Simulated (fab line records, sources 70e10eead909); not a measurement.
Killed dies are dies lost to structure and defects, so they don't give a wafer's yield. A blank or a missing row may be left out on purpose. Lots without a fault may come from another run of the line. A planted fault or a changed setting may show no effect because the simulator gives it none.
Chamber matching | flow nand_harc | NHARC_A_STAIRCASE_CMP_472 on cmp-02: 4 sister chambers
The step polishes SiO2. 14 wafers are shown with their chamber, then 7 later ones without.

WAFERS WITH THEIR CHAMBER
wafer  | chamber | motor_current_A (A) | slurry_flow_ml_min
L082.2 | 3       | 11.1                | 149.4
L082.4 | 1       | 10.5                | 149.7
L082.5 | 2       | 14.3                | 150.4
L086.1 | 3       | 11.0                | 149.9
L086.2 | 2       | 14.0                | 150.2
L086.4 | 1       | 10.8                | 150.3
L087.2 | 1       | 10.7                | 149.7
L087.3 | 2       | 13.4                | 150.1
L087.4 | 3       | 11.2                | 149.8
L089.2 | 0       | 11.1                | 150.6
L089.4 | 1       | 11.3                | 150.0
L089.5 | 2       | 13.8                | 149.5
L093.1 | 0       | 12.4                | 149.7
L093.3 | 3       | 11.3                | 150.7

SIGNATURES (means of the wafers above)
reading            | chamber 0 | chamber 1 | chamber 2 | chamber 3 | scatter within a chamber
motor_current_A    | 11.750    | 10.825    | 13.875    | 11.150    | 0.409
slurry_flow_ml_min | 150.150   | 149.925   | 150.050   | 149.950   | 0.446
Rule: a wafer's distance from a chamber is the root of the sum, over the readings, of the square of ((its reading less the chamber's mean) divided by the reading's scatter). The wafer belongs to the nearest chamber; if the next one is less than 2 further off, it can't be placed. The scatter: the root of (the sum of the squares of (reading less its chamber's mean) over the shown wafers, divided by (wafers less chambers)).

WAFERS WITHOUT THEIR CHAMBER
wafer  | motor_current_A (A) | slurry_flow_ml_min
L093.4 | 10.8                | 150.0
L094.1 | 11.8                | 149.4
L094.2 | 11.1                | 150.5
L094.5 | 11.2                | 150.2
L096.1 | 11.3                | 149.9
L096.2 | 11.7                | 149.8
L096.3 | 11.6                | 150.0

WHICH CHAMBER EACH WENT THROUGH
wafer  | from the rows above          | in truth
L093.4 | can't be placed: 1 or 3      | 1
L094.1 | can't be placed: 0 or 3 or 1 | 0
L094.2 | can't be placed: 3 or 1 or 0 | 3
L094.5 | can't be placed: 3 or 1 or 0 | 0
L096.1 | can't be placed: 3 or 1 or 0 | 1
L096.2 | can't be placed: 0 or 3 or 1 | 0
L096.3 | can't be placed: 0 or 3 or 1 | 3
Placed correctly: 0 of 7. Can't be placed from these rows: 7 (the true chamber is among the candidates in 7). Placed wrongly: 0.
